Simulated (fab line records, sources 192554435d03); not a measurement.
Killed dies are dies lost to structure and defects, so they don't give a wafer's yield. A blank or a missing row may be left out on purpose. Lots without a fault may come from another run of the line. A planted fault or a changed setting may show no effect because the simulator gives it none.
Split-lot experiment | flow n5_finfet | 7 lots, 39 wafers read, on a route of 1938 steps

THE SPLIT
At N5_MOL_CONTACT_COAG_ALD_133 (deposits SiO2, target thk 5 nm, pulse time 1 s, co reactant pulse time 1 s), the setting ald_cycles was moved away from the recipe's 35 on 15 of the 39 wafers read, by -60.0% to +48.6%. The other wafers ran this setting at the recipe's value.

The reading is taken at the split's own step.

THE READING
SiO2_of_MOL_CONTACT_COAG_ALD_133.thk_nm (the simulator's own value, which no gauge read), in nm, at N5_MOL_CONTACT_COAG_ALD_133 (deposits SiO2, target thk 5 nm, pulse time 1 s, co reactant pulse time 1 s). The file gives no usual value for it.

wafer  | tool, chamber at the split | ald_cycles as run | against the recipe | SiO2_of_MOL_CONTACT_COAG_ALD_133.thk_nm, nm | against lot-mates on the recipe
L081.1 | ald_sin-02, 2,1,3          | 35                | recipe             | 5                                           | -
L081.2 | ald_sin-02, 2,1,3          | 35                | recipe             | 5                                           | -
L081.4 | ald_sin-02, 2,1,3          | 35                | recipe             | 5                                           | -
L081.3 | ald_sin-02, 0,0,3          | 14                | -60.0%             | 2                                           | -3.0
L081.5 | ald_sin-02, 0,0,3          | 14                | -60.0%             | 2                                           | -3.0
L081.6 | ald_sin-02, 0,0,3          | 14                | -60.0%             | 2                                           | -3.0
L085.1 | ald_sin-02, 3,1,0          | 35                | recipe             | 5                                           | -
L085.2 | ald_sin-02, 3,1,0          | 35                | recipe             | 5                                           | -
L085.4 | ald_sin-02, 3,1,0          | 35                | recipe             | 5                                           | -
L089.1 | ald_sin-03, 0,1,3          | 35                | recipe             | 5                                           | -
L089.4 | ald_sin-03, 0,1,3          | 35                | recipe             | 5                                           | -
L089.6 | ald_sin-03, 0,1,3          | 35                | recipe             | 5                                           | -
L089.2 | ald_sin-03, 2,3,0          | 52                | +48.6%             | 7.4                                         | +2.4
L089.3 | ald_sin-03, 2,3,0          | 52                | +48.6%             | 7.4                                         | +2.4
L089.5 | ald_sin-03, 2,3,0          | 52                | +48.6%             | 7.4                                         | +2.4
L090.1 | ald_sin-02, 1,3,0          | 27                | -22.9%             | 3.8                                         | -1.2
L090.4 | ald_sin-02, 1,3,0          | 27                | -22.9%             | 3.8                                         | -1.2
L090.5 | ald_sin-02, 1,3,0          | 27                | -22.9%             | 3.8                                         | -1.2
L090.2 | ald_sin-02, 2,0,3          | 35                | recipe             | 5                                           | -
L090.3 | ald_sin-02, 2,0,3          | 35                | recipe             | 5                                           | -
L090.6 | ald_sin-02, 2,0,3          | 35                | recipe             | 5                                           | -
L091.1 | ald_sin-02, 3,1,3          | 35                | recipe             | 5                                           | -
L091.4 | ald_sin-02, 3,1,3          | 35                | recipe             | 5                                           | -
L091.6 | ald_sin-02, 3,1,3          | 35                | recipe             | 5                                           | -
L091.2 | ald_sin-02, 2,0,2          | 16                | -54.3%             | 2.4                                         | -2.6
L091.3 | ald_sin-02, 2,0,2          | 16                | -54.3%             | 2.4                                         | -2.6
L091.5 | ald_sin-02, 2,0,2          | 16                | -54.3%             | 2.4                                         | -2.6
L095.1 | ald_sin-03, 0,3,1,2,2,1    | 35                | recipe             | 5                                           | -
L095.2 | ald_sin-03, 0,3,1,2,2,1    | 35                | recipe             | 5                                           | -
L095.3 | ald_sin-03, 0,3,1,2,2,1    | 35                | recipe             | 5                                           | -
L095.4 | ald_sin-03, 0,3,1,2,2,1    | 35                | recipe             | 5                                           | -
L095.5 | ald_sin-03, 0,3,1,2,2,1    | 35                | recipe             | 5                                           | -
L095.6 | ald_sin-03, 0,3,1,2,2,1    | 35                | recipe             | 5                                           | -
L096.1 | ald_sin-01, 1,2,3          | 35                | recipe             | 5                                           | -
L096.2 | ald_sin-01, 1,2,3          | 35                | recipe             | 5                                           | -
L096.4 | ald_sin-01, 1,2,3          | 35                | recipe             | 5                                           | -
L096.3 | ald_sin-01, 0,1,0          | 18                | -48.6%             | 2.6                                         | -2.4
L096.5 | ald_sin-01, 0,1,0          | 18                | -48.6%             | 2.6                                         | -2.4
L096.6 | ald_sin-01, 0,1,0          | 18                | -48.6%             | 2.6                                         | -2.4
Where a row lists several chambers, the file gives one row for several wafers and doesn't say which wafer went through which chamber.

THE FIT
A straight line over all 39 wafers: SiO2_of_MOL_CONTACT_COAG_ALD_133.thk_nm changes by +0.0493 nm for each +1% of ald_cycles; r = +1.00; the points scatter about the line by 0.032 nm.
The same after taking each lot's own level away (the mean of its wafers on the recipe; 39 wafers): +0.0493 nm for each +1%; r = +1.00; scatter 0.032 nm.
On that fit, the largest move of ald_cycles shifts the reading by 3 nm.
The lots' own levels span 5.00 to 5.00 nm.
So the lot-to-lot level changes the slope little: the two slopes agree.
Check: with one of the wafers moved furthest among these (-60.0%) left out of the fit, the line predicts -2.96 nm for it against its lot-mates. It came out at -3 nm against them.

OTHER SPLITS ON THESE WAFERS
These wafers also went through other splits before the reading. Each is held against what the fit with the lots' levels taken away leaves over:
other split on the same wafers                    | wafers away from the commonest value | r with SiO2_of_MOL_CONTACT_COAG_ALD_133.thk_nm (lot level and that fit taken away)
N5_ZERO_LAYER_PECVD_02 time_s                     | 15                                   | -0.32
N5_PMOS_HMC_CHANNEL_EPI_DEVELOP_08 develop_time_s | 15                                   | +0.17
N5_SD_EPI_N_EPI_21 epi_growth_time_s              | 12                                   | -0.38

THE FILE'S OWN FIT
SiO2_of_MOL_CONTACT_COAG_ALD_133.thk_nm changes by +0.0493 nm for each +1% of ald_cycles, r = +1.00.
